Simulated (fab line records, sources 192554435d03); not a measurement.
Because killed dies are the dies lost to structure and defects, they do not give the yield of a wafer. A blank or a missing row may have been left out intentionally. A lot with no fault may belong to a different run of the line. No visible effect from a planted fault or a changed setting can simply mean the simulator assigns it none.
Chamber matching ; flow n5_finfet ; 4 sister chambers for N5_HKMG_FIN_STRIP_93 on rie_diel-01
The step strips SOC in N2/H2, time 20 s. 8 wafers are shown with their chamber, then 7 later ones without.

== WAFERS PAIRED WITH THEIR CHAMBERS ==
wafer;chamber;showerhead_plenum_p_Torr (Torr);drypump_motor_current_A (A)
L081.2;3;3.41;5.3
L081.3;3;3.42;5.2
L081.4;2;3.56;5.9
L089.5;1;3.45;5.3
L092.4;1;3.45;5.3
L092.5;0;3.56;5.9
L094.1;2;3.55;5.9
L094.2;0;3.56;5.9

== WAFERS WITHOUT THEIR CHAMBER ==
wafer;showerhead_plenum_p_Torr (Torr);drypump_motor_current_A (A)
L094.6;3.56;5.9
L096.1;3.54;5.9
L096.2;3.44;5.3
L096.4;3.41;5.3
L097.1;3.41;5.3
L097.2;3.54;6.0
L097.4;3.55;5.9

== EACH ONE'S CHAMBER ==
wafer;from the rows above;in truth
L094.6;can't be placed: 0 or 2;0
L096.1;can't be placed: 2 or 0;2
L096.2;1;1
L096.4;3;3
L097.1;3;3
L097.2;can't be placed: 2 or 0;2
L097.4;can't be placed: 2 or 0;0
Placed correctly: 3 of 7. Not placeable from these rows: 4 (in 4, the candidates include the true chamber). 0 placed wrongly.
How it was worked out, from the rows above alone: a wafer's distance from a chamber is the root of the sum, over the readings, of the square of ((its reading less the chamber's mean) divided by the reading's scatter). The wafer belongs to the nearest chamber; if the next one is less than 2 further off, it can't be placed. For every chamber, the mean is computed from those of its wafers that are shown. The scatter: take each reading less its chamber's mean, square it, sum over the shown wafers, divide by the number of wafers less the number of chambers, and take the root.
